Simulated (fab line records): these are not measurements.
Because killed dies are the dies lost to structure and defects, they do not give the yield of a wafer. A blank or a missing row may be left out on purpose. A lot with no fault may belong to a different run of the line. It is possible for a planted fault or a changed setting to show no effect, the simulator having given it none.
What tool caused it? + flow n5Finfet + 9 lots, 27 wafers sampled, at 5 steps of a route of 1938

WHAT THE GAUGES SHOWED, per wafer
N5_FIN_SAQP_INSPECT_18: inspects for defects (brightfield). Usual: rawDefectCount reads 395 (standard deviation 110).
| lot  | measured    | on               | rawDefectCount | flag |
|------|-------------|------------------|----------------|------|
| L240 | day 3 15:57 | defectInspect-01 | 427 536 370    |      |
| L242 | day 4 05:18 | defectInspect-01 | 309 297 390    |      |
| L244 | day 4 16:23 | defectInspect-01 | 454 555 609    |      |
| L246 | day 5 06:11 | defectInspect-01 | 427 416 443    |      |
| L247 | day 5 10:48 | defectInspect-02 | 317 271 304    |      |
| L248 | day 5 17:53 | defectInspect-01 | 330 306 431    |      |
| L249 | day 5 22:14 | defectInspect-02 | 565 606 482    |      |
| L255 | day 7 12:30 | defectInspect-01 | 450 314 291    |      |
| L256 | day 7 18:14 | defectInspect-01 | 498 358 434    |      |

N5_BEOL_M4_RC_MEAS_101. Usual: DIBL_N 35.9 mV/V, standard deviation 1.8; DIBL_P 36.2 mV/V, standard deviation 2; IOFF_N 0.16 nA/um, standard deviation 0.031; IOFF_P 0.22 nA/um, standard deviation 0.041; ION_N 676 uA/um, standard deviation 11; ION_P 465 uA/um, standard deviation 8.5; SS_N 71.4 mV/dec, standard deviation 0.64; SS_P 73.2 mV/dec, standard deviation 0.7; VT_N 250 mV, standard deviation 3.5; VT_P -250 mV, standard deviation 3.9.
| lot  | measured     | on        | DIBL_N (mV/V)  | DIBL_P (mV/V)  | IOFF_N (nA/um) | IOFF_P (nA/um) | ION_N (uA/um) | ION_P (uA/um) | SS_N (mV/dec)  | SS_P (mV/dec)  | VT_N (mV)   | VT_P (mV)      | flag |
|------|--------------|-----------|----------------|----------------|----------------|----------------|---------------|---------------|----------------|----------------|-------------|----------------|------|
| L240 | day 9 22:11  | prober-01 | 34.1 36.5 36.3 | 32.5 35.7 35.0 | 0.12 0.17 0.16 | 0.19 0.24 0.22 | 672 682 675   | 468 464 459   | 71.3 71.4 71.6 | 72.5 73.8 72.7 | 253 247 249 | -250 -247 -247 |      |
| L242 | day 10 02:59 | prober-01 | 36.3 36.3 36.5 | 36.6 36.9 36.9 | 0.16 0.16 0.16 | 0.25 0.26 0.25 | 678 673 688   | 470 465 477   | 70.6 71.3 71.2 | 73.6 72.8 72.9 | 247 249 249 | -242 -245 -246 |      |
| L244 | day 11 02:14 | prober-01 | 36.9 35.8 37.7 | 35.8 34.5 36.8 | 0.16 0.14 0.17 | 0.21 0.19 0.23 | 675 665 680   | 461 453 463   | 72.6 71.9 71.8 | 73.1 73.6 73.5 | 249 251 249 | -250 -252 -247 |      |
| L246 | day 11 12:02 | prober-01 | 34.1 33.9 32.4 | 35.4 34.9 33.7 | 0.15 0.13 0.12 | 0.19 0.18 0.16 | 672 663 674   | 461 459 463   | 70.4 71.3 70.7 | 73.0 72.6 72.8 | 250 251 251 | -252 -253 -255 |      |
| L247 | day 11 17:22 | prober-01 | 37.3 35.6 34.1 | 37.5 35.1 34.6 | 0.20 0.16 0.15 | 0.28 0.22 0.23 | 706 682 679   | 476 470 469   | 71.2 70.9 70.5 | 74.2 73.6 73.6 | 243 246 250 | -247 -251 -245 |      |
| L248 | day 11 20:20 | prober-01 | 35.2 34.8 35.6 | 35.3 35.6 35.4 | 0.14 0.13 0.14 | 0.17 0.16 0.17 | 675 676 678   | 460 458 455   | 70.3 71.0 71.6 | 72.5 72.3 72.6 | 250 254 252 | -253 -256 -256 |      |
| L249 | day 12 02:34 | prober-01 | 37.0 35.4 36.2 | 35.9 35.0 35.4 | 0.19 0.14 0.16 | 0.23 0.20 0.21 | 682 678 671   | 465 468 462   | 72.1 72.1 72.0 | 72.8 72.6 73.4 | 244 251 250 | -248 -251 -251 |      |
| L255 | day 13 20:48 | prober-02 | 35.1 37.9 37.0 | 35.2 37.1 36.8 | 0.14 0.18 0.16 | 0.21 0.24 0.24 | 684 691 678   | 470 473 470   | 71.1 71.3 71.6 | 72.6 74.2 73.5 | 247 248 248 | -248 -248 -248 |      |
| L256 | day 14 09:07 | prober-02 | 35.7 35.4 35.6 | 35.5 35.8 36.1 | 0.13 0.13 0.14 | 0.15 0.15 0.15 | 676 678 675   | 456 464 452   | 70.6 70.6 71.2 | 73.4 72.5 73.0 | 250 254 249 | -258 -259 -256 |      |

TOOL THAT RAN EACH LOT (tool first, then ch and the chambers of the sampled wafers, then the start)
| lot  | N5_FIN_SAQP_COAT_10             | N5_FIN_SAQP_DESCUM_21            | N5_FIN_SAQP_HM_OPEN_73           |
|------|---------------------------------|----------------------------------|----------------------------------|
| L240 | lithoTrack-04 ch 0, day 3 15:31 | rieDiel-03 ch 1,2,3, day 3 15:59 | rieDiel-03 ch 1,2,3, day 3 16:11 |
| L242 | lithoTrack-04 ch 0, day 4 04:52 | rieDiel-02 ch 1,2,3, day 4 05:20 | rieDiel-02 ch 1,2,3, day 4 05:32 |
| L244 | lithoTrack-03 ch 0, day 4 16:05 | rieDiel-05 ch 1,2, day 4 16:27   | rieDiel-05 ch 1,2, day 4 16:39   |
| L246 | lithoTrack-04 ch 0, day 5 05:53 | rieDiel-02 ch 1,3, day 5 06:22   | rieDiel-02 ch 1,3, day 5 06:34   |
| L247 | lithoTrack-02 ch 0, day 5 10:22 | rieDiel-02 ch 1,2, day 5 10:50   | rieDiel-02 ch 1,2, day 5 11:02   |
| L248 | lithoTrack-04 ch 0, day 5 17:28 | rieDiel-05 ch 0,1,3, day 5 17:56 | rieDiel-05 ch 0,1,3, day 5 18:09 |
| L249 | lithoTrack-04 ch 0, day 5 21:55 | rieDiel-05 ch 0,1,3, day 5 22:16 | rieDiel-05 ch 0,1,3, day 5 22:28 |
| L255 | lithoTrack-03 ch 0, day 7 12:12 | rieDiel-02 ch 1,2,3, day 7 12:49 | rieDiel-02 ch 1,2,3, day 7 13:00 |
| L256 | lithoTrack-03 ch 0, day 7 17:48 | rieDiel-02 ch 0,1,2, day 7 18:16 | rieDiel-02 ch 0,1,2, day 7 18:28 |
- N5_FIN_SAQP_COAT_10: resist thk 90 nm.
- N5_FIN_SAQP_DESCUM_21: chemistry O2, time 7.9 s.
- N5_FIN_SAQP_HM_OPEN_73: chemistry CHF3/O2, target SiO2, stops on a-Si, target depth 12 nm, time 16.8 s.

WHAT THE TOOLS THEMSELVES READ (means of the sampled wafers that have a number; where no wafer has one, the mark that the record gives instead)
N5_FIN_SAQP_COAT_10. Usual: spinSpeedRpm reads 1500.3 rpm (standard deviation 0.93).
| lot  | tool          | spinSpeedRpm (rpm) | flag |
|------|---------------|--------------------|------|
| L240 | lithoTrack-04 | 1500.6             |      |
| L242 | lithoTrack-04 | 1500.3             |      |
| L244 | lithoTrack-03 | 1500.0             |      |
| L246 | lithoTrack-04 | 2269.3             | OFF  |
| L247 | lithoTrack-02 | 1499.8             |      |
| L248 | lithoTrack-04 | 2270.4             | OFF  |
| L249 | lithoTrack-04 | 2270.2             | OFF  |
| L255 | lithoTrack-03 | 1497.6             |      |
| L256 | lithoTrack-03 | 1500.3             |      |

N5_FIN_SAQP_DESCUM_21. Usual: drypumpMotorCurrentA 5.9 A, standard deviation 0.43; oesProductAu 0.75 a.u., standard deviation 0.068; rfVppV 243.3 V, standard deviation 1.4; showerheadPlenumPTorr 2.09 Torr, standard deviation 0.085; throttleValvePct 20.43 %, standard deviation 0.21.
| lot  | tool       | drypumpMotorCurrentA (A) | oesProductAu (a.u.) | rfVppV (V) | showerheadPlenumPTorr (Torr) | throttleValvePct (%) | flag |
|------|------------|--------------------------|---------------------|------------|------------------------------|----------------------|------|
| L240 | rieDiel-03 | 5.9                      | 0.75                | 242.7      | 2.08                         | 20.22                |      |
| L242 | rieDiel-02 | 5.7                      | 0.79                | 243.1      | 2.10                         | 20.42                |      |
| L244 | rieDiel-05 | 5.4                      | 0.70                | 243.8      | 2.09                         | 20.44                |      |
| L246 | rieDiel-02 | 5.6                      | 0.80                | 243.9      | 2.13                         | 20.27                |      |
| L247 | rieDiel-02 | 5.7                      | 0.72                | 243.6      | 2.11                         | 20.55                |      |
| L248 | rieDiel-05 | 5.8                      | 0.71                | 245.1      | 2.18                         | 20.60                |      |
| L249 | rieDiel-05 | 5.8                      | 0.71                | 244.3      | 2.18                         | 20.61                |      |
| L255 | rieDiel-02 | 5.7                      | 0.76                | 243.3      | 2.09                         | 20.46                |      |
| L256 | rieDiel-02 | 5.9                      | 0.72                | 241.2      | 2.05                         | 20.46                |      |

N5_FIN_SAQP_HM_OPEN_73. Usual: O2_flow_sccm 5.001 sccm, standard deviation 0.016; drypumpMotorCurrentA 5.9 A, standard deviation 0.43; oes_f_703_au 0.76 a.u., standard deviation 0.062; oesProductAu 0.45 a.u., standard deviation 0.038; rfVppV 526 V, standard deviation 11; showerheadPlenumPTorr 2.41 Torr, standard deviation 0.089; throttleValvePct 18.85 %, standard deviation 0.16.
| lot  | tool       | O2_flow_sccm (sccm) | drypumpMotorCurrentA (A) | oes_f_703_au (a.u.) | oesProductAu (a.u.) | rfVppV (V) | showerheadPlenumPTorr (Torr) | throttleValvePct (%) | flag |
|------|------------|---------------------|--------------------------|---------------------|---------------------|------------|------------------------------|----------------------|------|
| L240 | rieDiel-03 | 5.009               | 5.9                      | 0.77                | 0.45                | 509        | 2.41                         | 18.72                |      |
| L242 | rieDiel-02 | 4.992               | 5.7                      | 0.78                | 0.48                | 533        | 2.42                         | 18.83                |      |
| L244 | rieDiel-05 | 4.994               | 5.4                      | 0.69                | 0.42                | 535        | 2.41                         | 18.91                |      |
| L246 | rieDiel-02 | 4.999               | 5.6                      | 0.79                | 0.48                | 528        | 2.47                         | 18.75                |      |
| L247 | rieDiel-02 | 5.000               | 5.6                      | 0.71                | 0.44                | 543        | 2.42                         | 18.91                |      |
| L248 | rieDiel-05 | 5.017               | 5.8                      | 0.73                | 0.44                | 527        | 2.49                         | 18.95                |      |
| L249 | rieDiel-05 | 5.006               | 5.8                      | 0.73                | 0.43                | 528        | 2.49                         | 18.97                |      |
| L255 | rieDiel-02 | 4.989               | 5.7                      | 0.76                | 0.46                | 533        | 2.41                         | 18.87                |      |
| L256 | rieDiel-02 | 5.012               | 5.8                      | 0.72                | 0.44                | 537        | 2.37                         | 18.90                |      |

THE ANSWER, worked out from the rows above alone
Rule: lot off if the mean of its wafers having a number is beyond 3 standard deviations from the usual mean. A lot without any number at a reading at which 4 lots or more have one is off too. The other lots that the step has rows for count as sound. The gauges are gone through in route order, then the tools' own readings, and for those a lot's mean is taken as printed above. The first step at which some lot is off is used, and at that step the reading that is off furthest; a lot without a number counts as furthest.
Off: L246, L248, L249 (N5_FIN_SAQP_COAT_10, spinSpeedRpm).
If a tool, at that step or one of the process steps before it, ran each lot that is off and ran no sound lot following the first of them, it fits. One candidate fits, namely lithoTrack-04 at N5_FIN_SAQP_COAT_10. Its last sound lot is L242 (day 4 04:52), its first lot that is off L246 (day 5 05:53): a fault that began between those two fits.
On the lots that are off, the tool's own readings at N5_FIN_SAQP_COAT_10 differ by more than 5 times the standard deviation of the sound lots' means, which bears it out; spinSpeedRpm reads 2270.0 rpm there versus 1499.8 rpm on the sound lots.

WHAT THE SIMULATOR PUT IN
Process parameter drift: lithoTrack-04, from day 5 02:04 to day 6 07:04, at N5_FIN_SAQP_COAT_10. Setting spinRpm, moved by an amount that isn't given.
Struck lots among those shown: L246, L248, L249. The rule above reached the same finding.
